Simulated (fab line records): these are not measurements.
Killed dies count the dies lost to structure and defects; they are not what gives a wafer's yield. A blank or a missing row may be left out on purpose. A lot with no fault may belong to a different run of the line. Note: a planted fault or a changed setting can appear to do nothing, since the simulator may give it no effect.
Struck lot and sound lot, side by side + flow nand-harc + 13 out of 1302 route steps
Sound: the wafers L822.1, L822.4, L822.5. Wafers L830.1, L830.5, L830.6 were the ones struck. The cause is given at the end.
At each step with rows: each side's tool, then ch and its chambers, then its first start. Under that, the readings that differ: sound wafers + struck wafers + difference of the means + sigmas: that difference in standard deviations of wafers without a fault.
alike: same words and numbers on both sides, and readings whose means sit less than 2 such deviations apart. not compared: any withheld reading, any reading some wafer has no value for, any bound like >300 that may hide the same value, and any number with overlapping values for which the record gives no deviation.
Wherever a step has rows on one side only, a row that says differs or no value, or a row with sigmas, the two part there. Non-overlapping numbers with no deviation appear without sigmas and do not part them. A reading that every wafer of one side lacks parts them only if that side has two wafers or more.

NHARC_P_CONTACT_DEP_30: deposits SiNx, target thk 30 nm.
  sound on pecvd-02 ch 1,2, day 7 10:05; struck on pecvd-04 ch 0,1,2, day 10 23:46
  alike: heater-power-w
NHARC_P_CONTACT_DEP_00: deposits SiO2, target thk 500 nm.
  sound: pecvd-02 ch 1,2; struck: pecvd-04 ch 0,1,2
  alike: heater-power-w, throttle-valve-pct
NHARC_P_CONTACT_CMP_01: polishes SiO2, target thk 200 nm.
  sound on cmp-01 ch 0,1, day 7 10:48; struck on cmp-04 ch 0,1,3, day 11 00:29
  alike: motor-current-A
  not compared: pad-life-wafers
then, 8 steps without rows for these wafers: NHARC_P_CONTACT_SRD_03; NHARC_P_CONTACT_DEHYDRATE_04 (time 120 s); NHARC_P_CONTACT_HMDS_05 (time 30 s); NHARC_P_CONTACT_COAT_33 (time 75 s); NHARC_P_CONTACT_COAT_34 (time 65 s); NHARC_P_CONTACT_COAT_06 (resist thk 90 nm); NHARC_P_CONTACT_SOFTBAKE_07 (time 55 s); NHARC_P_CONTACT_EBR_08.
NHARC_P_CONTACT_EXPOSE_09: exposes mask P CA, target cd 90 nm.
  sound on arfi-scanner-02 ch 0, day 7 11:29; struck on arfi-scanner-03, day 11 01:09
  no value came back on the struck wafers for exposure-dose-mJ-cm2, focus-offset-nm (nm); on the sound wafers exposure-dose-mJ-cm2 reads 82.7 82.8 82.8
  alike: mask
then, 1 step without rows for these wafers: NHARC_P_CONTACT_PEB_10 (peb time 65 s).

== WHERE THEY PART ==
Only at NHARC_P_CONTACT_EXPOSE_09, as far as this record shows.

WHY: whatever the simulator had introduced
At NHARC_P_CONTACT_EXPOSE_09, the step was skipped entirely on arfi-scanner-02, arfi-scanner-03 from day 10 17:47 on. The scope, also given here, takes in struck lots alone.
